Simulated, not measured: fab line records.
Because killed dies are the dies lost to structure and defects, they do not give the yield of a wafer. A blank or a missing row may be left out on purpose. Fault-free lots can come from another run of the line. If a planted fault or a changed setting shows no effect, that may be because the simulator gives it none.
2 desks, one fault -- flow n5 finfet -- every desk sees just its own numbers, and what lay behind them comes last

== AT THE METROLOGY DESK ==
Lot by lot, what the gauges showed, no matter which tool ran the lot: averages of those sampled wafers that carry a number. Marked OUT: a lot whose mean sits more than 4 standard deviations from the usual mean, which makes it out of limits; the brackets give that distance. 7 of its 12 readings are shown: the first one out of limits and those lying furthest out on some lot.
Columns: A = M1_RS at N5_BEOL_M1_RS_MEAS_58, usual 0.668 ohm/sq; B = M2_ILD_THK at N5_BEOL_M2_THK_MEAS_01, usual 78.4 nm; C = DIBL_N at N5_BEOL_M4_RC_MEAS_101, usual 37.0 mV/V; D = DIBL_P at N5_BEOL_M4_RC_MEAS_101, usual 36.7 mV/V; E = IOFF_N at N5_BEOL_M4_RC_MEAS_101, usual 0.17 nA/um; F = IOFF_P at N5_BEOL_M4_RC_MEAS_101, usual 0.22 nA/um; G = SS_N at N5_BEOL_M4_RC_MEAS_101, usual 71.6 mV/dec
lot,first seen here,A,B,C,D,E,F,G
L461,day 7 00:16,0.679,78.5,37.1,39.2,0.17,0.22,72.7
L464,day 7 18:24,0.645,69.9 (-7.1) OUT,38.8,37.9,0.20,0.23,71.7
L465,day 7 21:46,0.670,62.4 (-13) OUT,39.1,39.2,0.20,0.26,72.3
L468,day 9 01:21,0.714,78.0,36.6,37.1,0.16,0.20,71.7
L474,day 10 06:06,0.692,79.2,36.9,36.9,0.17,0.23,71.7
L478,day 12 04:51,0.676,79.1,38.1,40.2,0.17,0.24,72.0
L477,day 12 05:43,0.620,79.1,39.4,39.1,0.22,0.25,72.1
L479,day 12 08:42,0.671,79.7,36.8,36.0,0.15,0.21,71.9
L482,day 12 10:25,0.671,77.6,37.3,36.2,0.16,0.22,71.3
L481,day 12 13:24,0.643,77.6,35.8,34.6,0.15,0.21,71.7
This desk finds L464, L465 out of limits, with the earliest case on L464 at day 7 18:33 (M2_ILD_THK at N5_BEOL_M2_THK_MEAS_01). L461, L468, L474, L478, L477, L479, L482, L481 stayed within limits.

== FOR THE TOOL OWNER'S DESK: pecvd-04 ==
The tool's own readings at N5_BEOL_M2_ILD_DEP_00 (deposits SiOC from DEMS/O2, target thk 79 nm, time 15.3 s): means of the sampled wafers that have a number, for each lot that ran on this tool. Marked OUT: a lot whose mean sits more than 4 standard deviations from the usual mean, which makes it out of limits; the brackets give that distance.
Columns: A = heater power w at N5_BEOL_M2_ILD_DEP_00, usual 465 W; B = showerhead plenum p Torr at N5_BEOL_M2_ILD_DEP_00, usual 5.693 Torr; C = throttle valve pct at N5_BEOL_M2_ILD_DEP_00, usual 11.7 %
lot,first seen here,A,B,C
L461,day 7 00:20,445,5.690,11.8
L464,day 7 18:28,388,5.677,11.6
L465,day 7 21:49,382,5.694,11.3
L477,day 12 05:47,415,5.691,11.4
L482,day 12 10:28,394,5.692,11.2
This desk's verdict: no lot among the 5 shows anything out of limits.

== TAKEN TOGETHER ==
At day 7 18:33 the metrology desk could have sounded an alarm, on L464, L465.
Nothing out of limits was seen by the tool owner's desk.
On record at the tool owner's desk: L464, L465, within its limits.
N5_BEOL_M2_ILD_DEP_00 was run on pecvd-04 by each of the lots named.

== WHAT THE SIMULATOR HAD PUT IN ==
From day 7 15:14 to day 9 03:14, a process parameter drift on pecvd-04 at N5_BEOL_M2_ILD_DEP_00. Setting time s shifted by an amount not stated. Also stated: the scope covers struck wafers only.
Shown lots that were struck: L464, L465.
Delay in hours, fault start to first out-of-limits reading, per desk: metrology desk 3.
